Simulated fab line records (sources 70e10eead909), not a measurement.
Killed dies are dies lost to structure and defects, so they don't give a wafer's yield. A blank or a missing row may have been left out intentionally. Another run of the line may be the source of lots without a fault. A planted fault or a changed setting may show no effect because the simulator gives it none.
Comparing a struck lot with a sound one ; flow nandHarc ; 14 out of 1302 route steps
Sound: wafers L633.1, L633.2, L633.6. The struck wafers were L644.1, L644.3, L644.4. Last of all comes the cause.
Per side, at each step with rows, come the tool, then ch with its chambers, and then its first start. Under that, the readings that differ: sound wafers ; struck wafers ; difference of the means ; sigmas: that difference in standard deviations of wafers without a fault.
alike: words and numbers the same on both sides, and readings whose means are apart by under 2 such deviations; not compared: readings that were withheld, readings missing a value for some wafer, numbers with overlapping values and no deviation given by the record, and bounds like >300 which may hide the same value.
Wherever a step has rows on one side only, a row that says differs or no value, or a row with sigmas, the two part there. Numbers that don't overlap but have no deviation are shown without sigmas and don't part them. A reading missing from all wafers of one side parts the sides only when that side holds two or more wafers.

NHARC_P_BONDPAD_ACTIVATE_29: chemistry N2, time 60 s.
  sound on rieDiel-08 ch 1,2,3, day 9 20:18; struck on rieDiel-08 ch 1,2,3, day 14 02:27
  alike: drypumpMotorCurrentA, oesProductAu, rfVppV, showerheadPlenumPTorr
  not compared: rfHoursCounterH
then, 2 steps without rows for these wafers: NHARC_P_BONDPAD_PRECLEAN_30 (cleans in DIW, time 300 s); NHARC_P_BONDPAD_SRD_31 (time 30 s, dry time 20 s).
NHARC_A_START_INSPECT_01:
  struck on defectInspect-01, day 14 02:52; sound on defectInspect-01, day 9 20:41
  alike: rawDefectCount
then, 8 steps without rows for these wafers: NHARC_A_ZERO_WELL_PRECLEAN_00 (cleans in SPM, time 600 s); NHARC_A_ZERO_WELL_SRD_01; NHARC_A_ZERO_WELL_DEHYDRATE_02 (time 120 s); NHARC_A_ZERO_WELL_HMDS_03 (time 30 s); NHARC_A_ZERO_WELL_COAT_18 (time 65 s); NHARC_A_ZERO_WELL_COAT_04 (resist thk 600 nm); NHARC_A_ZERO_WELL_SOFTBAKE_05 (time 70 s); NHARC_A_ZERO_WELL_EBR_06.
NHARC_A_ZERO_WELL_EXPOSE_07: exposes mask A ZERO.
  sound on krfScanner-02 ch 0, day 9 21:23; struck on krfScanner-02, day 14 03:33
  no value came back on the struck wafers for exposureDoseMJCm2, focusOffsetNm (nm); on the sound wafers exposureDoseMJCm2 reads 33.88 33.86 33.86
  alike: mask
then, 1 step without rows for these wafers: NHARC_A_ZERO_WELL_PEB_08 (peb time 80 s).

## WHERE THEY PART
Only at NHARC_A_ZERO_WELL_EXPOSE_07, as far as this record shows.

WHY: what the simulator had put in
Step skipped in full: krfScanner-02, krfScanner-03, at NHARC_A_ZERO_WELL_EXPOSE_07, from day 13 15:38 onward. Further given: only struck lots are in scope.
